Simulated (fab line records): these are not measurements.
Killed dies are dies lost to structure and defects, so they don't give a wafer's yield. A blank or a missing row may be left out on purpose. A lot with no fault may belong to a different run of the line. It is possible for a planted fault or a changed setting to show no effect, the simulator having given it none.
Which tool was responsible? :: flow n5 finfet :: 27 wafers from 9 lots sampled at 7 of the route's 1938 steps

== WHAT THE GAUGES SHOWED, per wafer ==
N5_FIN_SAQP_INSPECT_40: inspects for defects (brightfield). Usual: raw defect count reads 229 (standard deviation 69).
lot: L218
measured: day 2 08:22
on: defect inspect-01
raw defect count: 161 183 191
flag: 

lot: L219
measured: day 2 15:25
on: defect inspect-02
raw defect count: 319 175 247
flag: 

lot: L221
measured: day 3 02:50
on: defect inspect-01
raw defect count: 304 229 218
flag: 

lot: L222
measured: day 3 10:49
on: defect inspect-01
raw defect count: 518 579 662
flag: OFF

lot: L224
measured: day 3 21:21
on: defect inspect-02
raw defect count: 657 631 525
flag: OFF

lot: L229
measured: day 5 04:35
on: defect inspect-01
raw defect count: 179 230 142
flag: 

lot: L230
measured: day 5 13:05
on: defect inspect-02
raw defect count: 284 177 157
flag: 

lot: L231
measured: day 5 15:11
on: defect inspect-02
raw defect count: 231 198 230
flag: 

lot: L237
measured: day 7 03:16
on: defect inspect-02
raw defect count: 237 238 220
flag: 

N5_FIN_CUT_INSPECT_10: inspects for defects (brightfield). Usual: raw defect count reads 42 (standard deviation 12).
lot: L218
measured: day 2 08:46
on: defect inspect-02
raw defect count: 28 22 45
flag: 

lot: L219
measured: day 2 15:56
on: defect inspect-02
raw defect count: 54 28 41
flag: 

lot: L221
measured: day 3 03:14
on: defect inspect-02
raw defect count: 44 52 39
flag: 

lot: L222
measured: day 3 11:20
on: defect inspect-01
raw defect count: 391 390 399
flag: OFF

lot: L224
measured: day 3 21:52
on: defect inspect-02
raw defect count: 413 424 376
flag: OFF

lot: L229
measured: day 5 04:58
on: defect inspect-01
raw defect count: 42 50 30
flag: 

lot: L230
measured: day 5 13:36
on: defect inspect-01
raw defect count: 55 35 53
flag: 

lot: L231
measured: day 5 15:35
on: defect inspect-01
raw defect count: 37 34 58
flag: 

lot: L237
measured: day 7 03:40
on: defect inspect-01
raw defect count: 55 32 46
flag: 

N5_BEOL_M4_RC_MEAS_101. Usual: DIBL_N 36.4 mV/V, standard deviation 1.7; DIBL_P 36.4 mV/V, standard deviation 2.1; IOFF_N 0.16 nA/um, standard deviation 0.035; IOFF_P 0.21 nA/um, standard deviation 0.035; ION_N 680 uA/um, standard deviation 11; ION_P 465 uA/um, standard deviation 6.8; SS_N 71.5 mV/dec, standard deviation 0.58; SS_P 73.2 mV/dec, standard deviation 0.72; VT_N 249 mV, standard deviation 3.6; VT_P -250 mV, standard deviation 3.1.
lot: L218
measured: day 8 08:55
on: prober-02
DIBL_N (mV/V): 34.6 34.0 37.1
DIBL_P (mV/V): 34.5 33.7 37.9
IOFF_N (nA/um): 0.14 0.13 0.18
IOFF_P (nA/um): 0.19 0.17 0.23
ION_N (uA/um): 669 667 689
ION_P (uA/um): 462 460 467
SS_N (mV/dec): 71.7 71.6 71.5
SS_P (mV/dec): 72.8 72.1 73.1
VT_N (mV): 252 253 246
VT_P (mV): -248 -253 -247
flag: 

lot: L219
measured: day 8 13:37
on: prober-01
DIBL_N (mV/V): 36.0 35.2 37.9
DIBL_P (mV/V): 37.7 36.5 39.5
IOFF_N (nA/um): 0.17 0.16 0.22
IOFF_P (nA/um): 0.24 0.22 0.28
ION_N (uA/um): 685 686 693
ION_P (uA/um): 469 471 476
SS_N (mV/dec): 71.2 71.3 72.1
SS_P (mV/dec): 73.6 73.5 74.4
VT_N (mV): 248 249 247
VT_P (mV): -250 -250 -246
flag: 

lot: L221
measured: day 9 21:58
on: prober-02
DIBL_N (mV/V): 35.7 34.6 36.0
DIBL_P (mV/V): 37.8 35.9 37.8
IOFF_N (nA/um): 0.17 0.14 0.18
IOFF_P (nA/um): 0.19 0.17 0.20
ION_N (uA/um): 678 662 680
ION_P (uA/um): 457 451 459
SS_N (mV/dec): 71.7 71.5 71.9
SS_P (mV/dec): 73.8 73.2 74.4
VT_N (mV): 250 252 247
VT_P (mV): -254 -256 -251
flag: 

lot: L222
measured: day 9 17:30
on: prober-02
DIBL_N (mV/V): 37.9 35.0 37.2
DIBL_P (mV/V): 39.1 34.9 37.8
IOFF_N (nA/um): 0.19 0.13 0.16
IOFF_P (nA/um): 0.23 0.17 0.21
ION_N (uA/um): 686 666 669
ION_P (uA/um): 461 458 459
SS_N (mV/dec): 72.5 70.4 71.7
SS_P (mV/dec): 74.7 73.3 73.2
VT_N (mV): 247 255 251
VT_P (mV): -251 -254 -252
flag: 

lot: L224
measured: day 10 00:14
on: prober-02
DIBL_N (mV/V): 36.7 32.4 36.7
DIBL_P (mV/V): 38.2 33.1 37.7
IOFF_N (nA/um): 0.19 0.12 0.19
IOFF_P (nA/um): 0.24 0.16 0.23
ION_N (uA/um): 682 671 682
ION_P (uA/um): 472 461 465
SS_N (mV/dec): 72.0 71.7 71.5
SS_P (mV/dec): 74.0 72.1 73.9
VT_N (mV): 244 254 246
VT_P (mV): -249 -253 -250
flag: 

lot: L229
measured: day 11 07:11
on: prober-01
DIBL_N (mV/V): 35.3 35.7 36.4
DIBL_P (mV/V): 34.5 34.5 34.9
IOFF_N (nA/um): 0.14 0.15 0.16
IOFF_P (nA/um): 0.18 0.20 0.20
ION_N (uA/um): 679 679 678
ION_P (uA/um): 463 461 459
SS_N (mV/dec): 71.1 71.2 71.6
SS_P (mV/dec): 72.3 72.8 73.1
VT_N (mV): 250 248 247
VT_P (mV): -252 -249 -252
flag: 

lot: L230
measured: day 11 12:10
on: prober-02
DIBL_N (mV/V): 38.0 34.5 38.1
DIBL_P (mV/V): 36.6 33.9 37.7
IOFF_N (nA/um): 0.19 0.13 0.20
IOFF_P (nA/um): 0.25 0.21 0.28
ION_N (uA/um): 695 676 695
ION_P (uA/um): 473 473 474
SS_N (mV/dec): 72.4 70.4 72.4
SS_P (mV/dec): 73.9 72.5 74.1
VT_N (mV): 243 250 244
VT_P (mV): -244 -250 -244
flag: 

lot: L231
measured: day 11 16:40
on: prober-01
DIBL_N (mV/V): 34.4 36.8 37.4
DIBL_P (mV/V): 34.9 37.8 38.2
IOFF_N (nA/um): 0.12 0.15 0.16
IOFF_P (nA/um): 0.16 0.20 0.20
ION_N (uA/um): 665 668 682
ION_P (uA/um): 453 456 465
SS_N (mV/dec): 69.9 71.1 71.3
SS_P (mV/dec): 72.7 73.4 73.6
VT_N (mV): 255 254 253
VT_P (mV): -258 -252 -254
flag: 

lot: L237
measured: day 13 14:23
on: prober-01
DIBL_N (mV/V): 36.7 35.4 35.4
DIBL_P (mV/V): 38.0 35.9 36.5
IOFF_N (nA/um): 0.19 0.17 0.18
IOFF_P (nA/um): 0.23 0.19 0.19
ION_N (uA/um): 681 684 690
ION_P (uA/um): 460 460 466
SS_N (mV/dec): 71.7 71.5 71.6
SS_P (mV/dec): 73.4 73.1 73.5
VT_N (mV): 245 246 248
VT_P (mV): -249 -253 -254
flag: 

== TOOL THAT RAN EACH LOT (tool first, then ch and the chambers of the sampled wafers, then the start) ==
lot: L218
N5_FIN_SAQP_SPACER1_ALD_24: ald sin-03 ch 0,1,2, day 2 04:53
N5_FIN_SAQP_MANDREL1_REMOVE_56: rie si-05 ch 0,1,3, day 2 05:41
N5_FIN_SAQP_RECESS_63: vapor etch-02 ch 0,1, day 2 06:04
N5_FIN_SAQP_FIN_ETCH_36: rie si-05 ch 1,2,3, day 2 08:07

lot: L219
N5_FIN_SAQP_SPACER1_ALD_24: ald sin-04 ch 0,3, day 2 11:35
N5_FIN_SAQP_MANDREL1_REMOVE_56: rie si-05 ch 1,2,3, day 2 12:28
N5_FIN_SAQP_RECESS_63: vapor etch-02 ch 0,1, day 2 13:01
N5_FIN_SAQP_FIN_ETCH_36: rie si-05 ch 2,3, day 2 15:10

lot: L221
N5_FIN_SAQP_SPACER1_ALD_24: ald sin-04 ch 2,3, day 2 23:41
N5_FIN_SAQP_MANDREL1_REMOVE_56: rie si-05 ch 0,3, day 3 00:33
N5_FIN_SAQP_RECESS_63: vapor etch-01 ch 0,1, day 3 00:59
N5_FIN_SAQP_FIN_ETCH_36: rie si-05 ch 0,1,2, day 3 02:35

lot: L222
N5_FIN_SAQP_SPACER1_ALD_24: ald sin-04 ch 0,1,3, day 3 06:19
N5_FIN_SAQP_MANDREL1_REMOVE_56: rie si-03 ch 0,1,3, day 3 07:17
N5_FIN_SAQP_RECESS_63: vapor etch-02 ch 0,1, day 3 07:47
N5_FIN_SAQP_FIN_ETCH_36: rie si-05 ch 1,2, day 3 10:34

lot: L224
N5_FIN_SAQP_SPACER1_ALD_24: ald sin-04 ch 0,1,3, day 3 18:09
N5_FIN_SAQP_MANDREL1_REMOVE_56: rie si-03 ch 0,3, day 3 18:58
N5_FIN_SAQP_RECESS_63: vapor etch-01 ch 0,1, day 3 19:23
N5_FIN_SAQP_FIN_ETCH_36: rie si-04 ch 0,2, day 3 21:04

lot: L229
N5_FIN_SAQP_SPACER1_ALD_24: ald sin-03 ch 0,2, day 4 23:46
N5_FIN_SAQP_MANDREL1_REMOVE_56: rie si-04 ch 0,1,2, day 5 00:35
N5_FIN_SAQP_RECESS_63: vapor etch-02 ch 0,1, day 5 01:05
N5_FIN_SAQP_FIN_ETCH_36: rie si-04 ch 1,2,3, day 5 04:20

lot: L230
N5_FIN_SAQP_SPACER1_ALD_24: ald sin-03 ch 1,3, day 5 07:37
N5_FIN_SAQP_MANDREL1_REMOVE_56: rie si-05 ch 0,1,3, day 5 08:26
N5_FIN_SAQP_RECESS_63: vapor etch-01 ch 0,1, day 5 08:49
N5_FIN_SAQP_FIN_ETCH_36: rie si-03 ch 1,2, day 5 12:50

lot: L231
N5_FIN_SAQP_SPACER1_ALD_24: ald sin-02 ch 0,2,3, day 5 11:58
N5_FIN_SAQP_MANDREL1_REMOVE_56: rie si-04 ch 0,1,2, day 5 12:50
N5_FIN_SAQP_RECESS_63: vapor etch-02 ch 0,1, day 5 13:22
N5_FIN_SAQP_FIN_ETCH_36: rie si-03 ch 1,2,3, day 5 14:56

lot: L237
N5_FIN_SAQP_SPACER1_ALD_24: ald sin-02 ch 1,2, day 6 23:43
N5_FIN_SAQP_MANDREL1_REMOVE_56: rie si-03 ch 1,3, day 7 00:47
N5_FIN_SAQP_RECESS_63: vapor etch-02 ch 0,1, day 7 01:10
N5_FIN_SAQP_FIN_ETCH_36: rie si-05 ch 0,1, day 7 03:01
- N5_FIN_SAQP_SPACER1_ALD_24: deposits SiO2, target thk 20.3 nm, pulse time 1 s, purge time 2 s.
- N5_FIN_SAQP_MANDREL1_REMOVE_56: chemistry HBr/Cl2/O2, target a-Si, stops on SiNx, bt time 10 s.
- N5_FIN_SAQP_RECESS_63: chemistry HF/NH3, target SiO2, target depth 18 nm, afs cycles 3, sublimation time 60 s.
- N5_FIN_SAQP_FIN_ETCH_36: etches the open film in HBr/Cl2/O2, target depth 120 nm, time 50.4 s.

== AS READ BY THE TOOLS THEMSELVES (means over the sampled wafers that have a number; for cases with no such wafer, the mark the record gives instead) ==
N5_FIN_SAQP_SPACER1_ALD_24. Usual: heater power w 477 W, standard deviation 42; precursor pulse height rel 0.999, standard deviation 0.02.
lot: L218
tool: ald sin-03
heater power w (W): 466
precursor pulse height rel: 1.004
flag: 

lot: L219
tool: ald sin-04
heater power w (W): 538
precursor pulse height rel: 0.996
flag: 

lot: L221
tool: ald sin-04
heater power w (W): 475
precursor pulse height rel: 1.006
flag: 

lot: L222
tool: ald sin-04
heater power w (W): 489
precursor pulse height rel: 0.992
flag: 

lot: L224
tool: ald sin-04
heater power w (W): 497
precursor pulse height rel: 1.017
flag: 

lot: L229
tool: ald sin-03
heater power w (W): 454
precursor pulse height rel: 1.006
flag: 

lot: L230
tool: ald sin-03
heater power w (W): 510
precursor pulse height rel: 0.993
flag: 

lot: L231
tool: ald sin-02
heater power w (W): 444
precursor pulse height rel: 1.007
flag: 

lot: L237
tool: ald sin-02
heater power w (W): 467
precursor pulse height rel: 0.997
flag: 

N5_FIN_SAQP_MANDREL1_REMOVE_56. Usual: drypump motor current A 5.9 A, standard deviation 0.36; oes product au 1.005 a.u., standard deviation 0.022; throttle valve pct 36.7 %, standard deviation 0.35.
lot: L218
tool: rie si-05
drypump motor current A (A): 6.1
oes product au (a.u.): 1.010
throttle valve pct (%): 36.6
flag: 

lot: L219
tool: rie si-05
drypump motor current A (A): 6.1
oes product au (a.u.): 0.999
throttle valve pct (%): 36.6
flag: 

lot: L221
tool: rie si-05
drypump motor current A (A): 5.8
oes product au (a.u.): 1.022
throttle valve pct (%): 36.8
flag: 

lot: L222
tool: rie si-03
drypump motor current A (A): 5.8
oes product au (a.u.): 0.995
throttle valve pct (%): 36.6
flag: 

lot: L224
tool: rie si-03
drypump motor current A (A): 5.7
oes product au (a.u.): 1.007
throttle valve pct (%): 36.6
flag: 

lot: L229
tool: rie si-04
drypump motor current A (A): 5.4
oes product au (a.u.): 1.023
throttle valve pct (%): 36.7
flag: 

lot: L230
tool: rie si-05
drypump motor current A (A): 6.1
oes product au (a.u.): 1.011
throttle valve pct (%): 36.6
flag: 

lot: L231
tool: rie si-04
drypump motor current A (A): 5.4
oes product au (a.u.): 1.032
throttle valve pct (%): 36.6
flag: 

lot: L237
tool: rie si-03
drypump motor current A (A): 5.8
oes product au (a.u.): 0.989
throttle valve pct (%): 36.3
flag: 

N5_FIN_SAQP_RECESS_63. Usual: drypump motor current A reads 6.0 A (standard deviation 0.36).
lot: L218
tool: vapor etch-02
drypump motor current A (A): 6.0
flag: 

lot: L219
tool: vapor etch-02
drypump motor current A (A): 6.0
flag: 

lot: L221
tool: vapor etch-01
drypump motor current A (A): 6.3
flag: 

lot: L222
tool: vapor etch-02
drypump motor current A (A): 6.0
flag: 

lot: L224
tool: vapor etch-01
drypump motor current A (A): 6.3
flag: 

lot: L229
tool: vapor etch-02
drypump motor current A (A): 6.0
flag: 

lot: L230
tool: vapor etch-01
drypump motor current A (A): 6.3
flag: 

lot: L231
tool: vapor etch-02
drypump motor current A (A): 5.9
flag: 

lot: L237
tool: vapor etch-02
drypump motor current A (A): 6.0
flag: 

N5_FIN_SAQP_FIN_ETCH_36. Usual: drypump motor current A 5.9 A, standard deviation 0.4; oes product au 1.006 a.u., standard deviation 0.025; throttle valve pct 35.9 %, standard deviation 0.37.
lot: L218
tool: rie si-05
drypump motor current A (A): 6.1
oes product au (a.u.): 0.987
throttle valve pct (%): 35.9
flag: 

lot: L219
tool: rie si-05
drypump motor current A (A): 5.9
oes product au (a.u.): 0.988
throttle valve pct (%): 36.1
flag: 

lot: L221
tool: rie si-05
drypump motor current A (A): 5.9
oes product au (a.u.): 1.016
throttle valve pct (%): 36.1
flag: 

lot: L222
tool: rie si-05
drypump motor current A (A): 6.2
oes product au (a.u.): 0.992
throttle valve pct (%): 35.9
flag: 

lot: L224
tool: rie si-04
drypump motor current A (A): 5.6
oes product au (a.u.): 1.021
throttle valve pct (%): 35.8
flag: 

lot: L229
tool: rie si-04
drypump motor current A (A): 5.7
oes product au (a.u.): 1.017
throttle valve pct (%): 35.9
flag: 

lot: L230
tool: rie si-03
drypump motor current A (A): 6.3
oes product au (a.u.): 0.988
throttle valve pct (%): 36.2
flag: 

lot: L231
tool: rie si-03
drypump motor current A (A): 6.0
oes product au (a.u.): 0.986
throttle valve pct (%): 36.0
flag: 

lot: L237
tool: rie si-05
drypump motor current A (A): 6.1
oes product au (a.u.): 1.003
throttle valve pct (%): 35.9
flag: 

== THE ANSWER, worked out from the rows above alone ==
Rule: a lot counts as off when the mean over its wafers that have a number is more than 3 standard deviations away from the usual mean. A lot without any number at a reading at which 4 lots or more have one is off too. All remaining lots with rows at the step are treated as sound. After the gauges, taken in route order, come the tools' own readings; for these a lot's mean is taken, as printed above. At the first step where some lot is off, the reading lying furthest off is the one used; lots without a number count as furthest.
Off at N5_FIN_SAQP_INSPECT_40 (raw defect count): L222, L224.
A tool fits if, at a process step before that reading, it ran every lot that is off, and no sound lot after the first of them. Those tools and the gauges at N5_FIN_SAQP_INSPECT_40 are tried in the same way. One candidate fits, namely ald sin-04 at N5_FIN_SAQP_SPACER1_ALD_24. A fault onset in the window from L221 (day 2 23:41, its last sound lot) to L222 (day 3 06:19, its first lot off) fits.

== WHAT THE SIMULATOR PUT IN ==
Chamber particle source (ald sin-04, N5_FIN_SAQP_SPACER1_ALD_24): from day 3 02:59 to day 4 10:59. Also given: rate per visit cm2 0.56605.
Shown lots that were struck: L222, L224. The rule above reached the same finding.
